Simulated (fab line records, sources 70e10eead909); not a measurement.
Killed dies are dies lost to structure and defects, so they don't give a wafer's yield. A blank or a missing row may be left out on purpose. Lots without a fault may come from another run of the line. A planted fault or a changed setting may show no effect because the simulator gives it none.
One fault seen from 2 desks | flow nand_harc | each desk has only its own numbers; what lay behind them comes last

THE DEFECT DESK
What the inspections along the route counted, lot by lot: means of the sampled wafers that have a number. A lot is out of limits, marked OUT, if its mean lies more than 4 standard deviations from the usual mean; the brackets give that distance.
Columns: A = raw_defect_count at NHARC_P_BONDPAD_INSPECT_23, usual 339
lot  | first seen here | A
L966 | day 7 02:48     | 371
L968 | day 7 08:36     | 353
L967 | day 7 09:26     | 306
L970 | day 8 09:44     | 394
L971 | day 9 03:37     | 406
L974 | day 10 00:12    | 313
L975 | day 10 07:23    | 361
L981 | day 13 01:38    | 240
L982 | day 13 11:29    | 493
L985 | day 14 17:16    | 304
L986 | day 15 00:41    | 231
L987 | day 15 07:07    | 264
L988 | day 15 18:14    | 443
L989 | day 16 11:04    | 490
This desk's finding: nothing out of limits on any of the 14 lots.

THE TOOL OWNER'S DESK: litho_track-02
The tool's own readings at NHARC_A_ZERO_WELL_SOFTBAKE_05 (time 70 s): means of the sampled wafers that have a number, for each lot that ran on this tool. A lot is out of limits, marked OUT, if its mean lies more than 4 standard deviations from the usual mean; the brackets give that distance.
Columns: A = heater_power_total_W at NHARC_A_ZERO_WELL_SOFTBAKE_05, usual 201.1 W
lot  | first seen here | A
L966 | day 7 03:00     | 202.4
L968 | day 7 09:00     | 201.8
L967 | day 7 10:00     | 200.7
L970 | day 8 10:00     | 201.0
L971 | day 9 04:00     | 201.3
L974 | day 10 01:00    | 207.4 (+4.8) OUT
L975 | day 10 08:00    | 202.8
L982 | day 13 12:00    | 200.5
L985 | day 14 18:00    | 201.2
L987 | day 15 07:00    | 201.1
L989 | day 16 11:00    | 200.2
This desk's finding: out of limits on L974; first on L974, day 10 01:00 (heater_power_total_W at NHARC_A_ZERO_WELL_SOFTBAKE_05). In limits: L966, L968, L967, L970, L971, L975, L982, L985, L987, L989.

PUT TOGETHER
The tool owner's desk could have raised an alarm at day 10 01:00, on L974.
The defect desk saw nothing out of limits.
The defect desk has L974 on record, within its limits.
Of the lots named, all ran NHARC_A_ZERO_WELL_SOFTBAKE_05 on litho_track-02.

WHAT THE SIMULATOR HAD PUT IN
Process parameter drift: litho_track-02, from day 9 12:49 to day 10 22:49, at NHARC_A_ZERO_WELL_SOFTBAKE_05. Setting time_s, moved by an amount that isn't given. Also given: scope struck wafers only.
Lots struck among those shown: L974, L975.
Hours from the fault's start to each desk's first reading out of limits: the tool owner's desk, 12.
